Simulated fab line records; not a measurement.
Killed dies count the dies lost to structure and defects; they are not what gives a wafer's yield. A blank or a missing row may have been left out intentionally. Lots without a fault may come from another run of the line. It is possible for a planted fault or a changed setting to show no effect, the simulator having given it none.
Which of the tools did it? || flow nandHarc || 12 lots with 36 wafers sampled at 3 steps, on a route of 1159 steps

== WHAT THE GAUGES SHOWED, per wafer ==
NHARC_P_ZERO_WELL_CD_MEAS_24 targets a cd of 720 nm. Usual: cdNm 719.8 nm, standard deviation 2.1.
{"lot": "L759", "measured": "day 1 14:30", "on": "cdSem-03", "cdNm (nm)": "720.6 720.6 721.5", "flag": ""}
{"lot": "L761", "measured": "day 2 02:39", "on": "cdSem-01", "cdNm (nm)": "715.7 714.9 718.9", "flag": ""}
{"lot": "L762", "measured": "day 2 08:38", "on": "cdSem-01", "cdNm (nm)": "723.4 719.2 719.9", "flag": ""}
{"lot": "L763", "measured": "day 2 14:44", "on": "cdSem-03", "cdNm (nm)": "719.6 720.6 721.8", "flag": ""}
{"lot": "L764", "measured": "day 2 20:37", "on": "cdSem-03", "cdNm (nm)": "722.6 719.4 717.3", "flag": ""}
{"lot": "L765", "measured": "day 3 02:38", "on": "cdSem-03", "cdNm (nm)": "718.9 719.1 718.6", "flag": ""}
{"lot": "L774", "measured": "day 5 08:23", "on": "cdSem-02", "cdNm (nm)": "719.1 721.7 717.0", "flag": ""}
{"lot": "L776", "measured": "day 5 20:28", "on": "cdSem-02", "cdNm (nm)": "721.5 721.8 717.9", "flag": ""}
{"lot": "L779", "measured": "day 6 14:43", "on": "cdSem-01", "cdNm (nm)": "717.7 719.1 717.8", "flag": ""}
{"lot": "L780", "measured": "day 6 20:35", "on": "cdSem-01", "cdNm (nm)": "720.0 724.6 718.5", "flag": ""}
{"lot": "L781", "measured": "day 7 02:28", "on": "cdSem-02", "cdNm (nm)": "721.0 720.5 721.2", "flag": ""}
{"lot": "L782", "measured": "day 7 08:28", "on": "cdSem-01", "cdNm (nm)": "721.0 717.7 722.0", "flag": ""}

NHARC_P_ZERO_WELL_CD_MEAS_52 targets a cd of 2000 nm. Usual: cdNm 1999.6 nm, standard deviation 2.5.
{"lot": "L759", "measured": "day 1 17:34", "on": "cdSem-02", "cdNm (nm)": "1999.9 2003.0 2003.5", "flag": ""}
{"lot": "L761", "measured": "day 2 05:52", "on": "cdSem-01", "cdNm (nm)": "1997.6 2002.4 2001.1", "flag": ""}
{"lot": "L762", "measured": "day 2 11:54", "on": "cdSem-03", "cdNm (nm)": "2000.8 2000.5 2003.6", "flag": ""}
{"lot": "L763", "measured": "day 2 18:02", "on": "cdSem-03", "cdNm (nm)": "1996.9 1997.8 2001.0", "flag": ""}
{"lot": "L764", "measured": "day 2 23:55", "on": "cdSem-01", "cdNm (nm)": "1998.3 2001.0 1998.5", "flag": ""}
{"lot": "L765", "measured": "day 3 05:52", "on": "cdSem-03", "cdNm (nm)": "2002.3 1999.1 2003.7", "flag": ""}
{"lot": "L774", "measured": "day 5 11:44", "on": "cdSem-03", "cdNm (nm)": "2020.4 2001.3 2020.5", "flag": "OFF"}
{"lot": "L776", "measured": "day 5 23:48", "on": "cdSem-01", "cdNm (nm)": "2032.6 2026.9 2006.1", "flag": "OFF"}
{"lot": "L779", "measured": "day 6 17:52", "on": "cdSem-02", "cdNm (nm)": "2000.2 1996.5 1993.3", "flag": ""}
{"lot": "L780", "measured": "day 6 23:37", "on": "cdSem-03", "cdNm (nm)": "1998.2 1998.4 2000.2", "flag": ""}
{"lot": "L781", "measured": "day 7 05:37", "on": "cdSem-02", "cdNm (nm)": "1999.4 2000.8 2001.3", "flag": ""}
{"lot": "L782", "measured": "day 7 11:38", "on": "cdSem-03", "cdNm (nm)": "1999.0 1998.4 1997.3", "flag": ""}

== WHAT TOOL EACH LOT RAN ON (gives the tool, then ch and the chambers of the sampled wafers, and finally the start) ==
{"lot": "L759", "NHARC_P_ZERO_WELL_EXPOSE_49": "krfScanner-02 ch 0, day 1 17:24"}
{"lot": "L761", "NHARC_P_ZERO_WELL_EXPOSE_49": "krfScanner-01 ch 0, day 2 05:43"}
{"lot": "L762", "NHARC_P_ZERO_WELL_EXPOSE_49": "krfScanner-02 ch 0, day 2 11:44"}
{"lot": "L763", "NHARC_P_ZERO_WELL_EXPOSE_49": "krfScanner-01 ch 0, day 2 17:52"}
{"lot": "L764", "NHARC_P_ZERO_WELL_EXPOSE_49": "krfScanner-02 ch 0, day 2 23:45"}
{"lot": "L765", "NHARC_P_ZERO_WELL_EXPOSE_49": "krfScanner-03 ch 0, day 3 05:42"}
{"lot": "L774", "NHARC_P_ZERO_WELL_EXPOSE_49": "krfScanner-01 ch 0, day 5 11:35"}
{"lot": "L776", "NHARC_P_ZERO_WELL_EXPOSE_49": "krfScanner-01 ch 0, day 5 23:38"}
{"lot": "L779", "NHARC_P_ZERO_WELL_EXPOSE_49": "krfScanner-03 ch 0, day 6 17:43"}
{"lot": "L780", "NHARC_P_ZERO_WELL_EXPOSE_49": "krfScanner-03 ch 0, day 6 23:28"}
{"lot": "L781", "NHARC_P_ZERO_WELL_EXPOSE_49": "krfScanner-02 ch 0, day 7 05:28"}
{"lot": "L782", "NHARC_P_ZERO_WELL_EXPOSE_49": "krfScanner-02 ch 0, day 7 11:29"}
- NHARC_P_ZERO_WELL_EXPOSE_49: exposes mask P HVPW, target cd 2000 nm.

== AS READ BY THE TOOLS THEMSELVES (means over the sampled wafers that have a number; for cases with no such wafer, the mark the record gives instead) ==
NHARC_P_ZERO_WELL_EXPOSE_49. Usual: reticleTempC 23.00 C, standard deviation 0.1.
{"lot": "L759", "tool": "krfScanner-02", "reticleTempC (C)": 23.03, "flag": ""}
{"lot": "L761", "tool": "krfScanner-01", "reticleTempC (C)": 22.84, "flag": ""}
{"lot": "L762", "tool": "krfScanner-02", "reticleTempC (C)": 23.06, "flag": ""}
{"lot": "L763", "tool": "krfScanner-01", "reticleTempC (C)": 23.05, "flag": ""}
{"lot": "L764", "tool": "krfScanner-02", "reticleTempC (C)": 23.11, "flag": ""}
{"lot": "L765", "tool": "krfScanner-03", "reticleTempC (C)": 23.10, "flag": ""}
{"lot": "L774", "tool": "krfScanner-01", "reticleTempC (C)": 23.11, "flag": ""}
{"lot": "L776", "tool": "krfScanner-01", "reticleTempC (C)": 23.03, "flag": ""}
{"lot": "L779", "tool": "krfScanner-03", "reticleTempC (C)": 23.03, "flag": ""}
{"lot": "L780", "tool": "krfScanner-03", "reticleTempC (C)": 22.97, "flag": ""}
{"lot": "L781", "tool": "krfScanner-02", "reticleTempC (C)": 22.92, "flag": ""}
{"lot": "L782", "tool": "krfScanner-02", "reticleTempC (C)": 23.08, "flag": ""}

== THE ANSWER, worked out from the rows above alone ==
Rule: a lot is off if the mean of its wafers that have a number lies more than 3 standard deviations from the usual mean. Also off: a lot with no number at a reading for which 4 or more lots have one. Any other lot the step has rows for is counted as sound. First the gauges in route order, then the tools' own readings, where a lot's mean is used as printed above. At the first step where some lot is off, the reading lying furthest off is the one used; lots without a number count as furthest.
Off at NHARC_P_ZERO_WELL_CD_MEAS_52 (cdNm): L774, L776.
If a tool, at a process step before that reading, ran all the lots that are off and no sound lot after the first of them, it fits. Those tools and the gauges at NHARC_P_ZERO_WELL_CD_MEAS_52 are tried in the same way. One fits: NHARC_P_ZERO_WELL_EXPOSE_49 on krfScanner-01. Its last sound lot is L763 (day 2 17:52), its first lot that is off L774 (day 5 11:35): a fault that began between those two fits.

== WHAT THE SIMULATOR PUT IN ==
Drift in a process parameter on krfScanner-01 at NHARC_P_ZERO_WELL_EXPOSE_49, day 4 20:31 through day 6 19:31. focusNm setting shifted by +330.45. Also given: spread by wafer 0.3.
Struck lots among those shown: L774, L776. The rule above found the same.
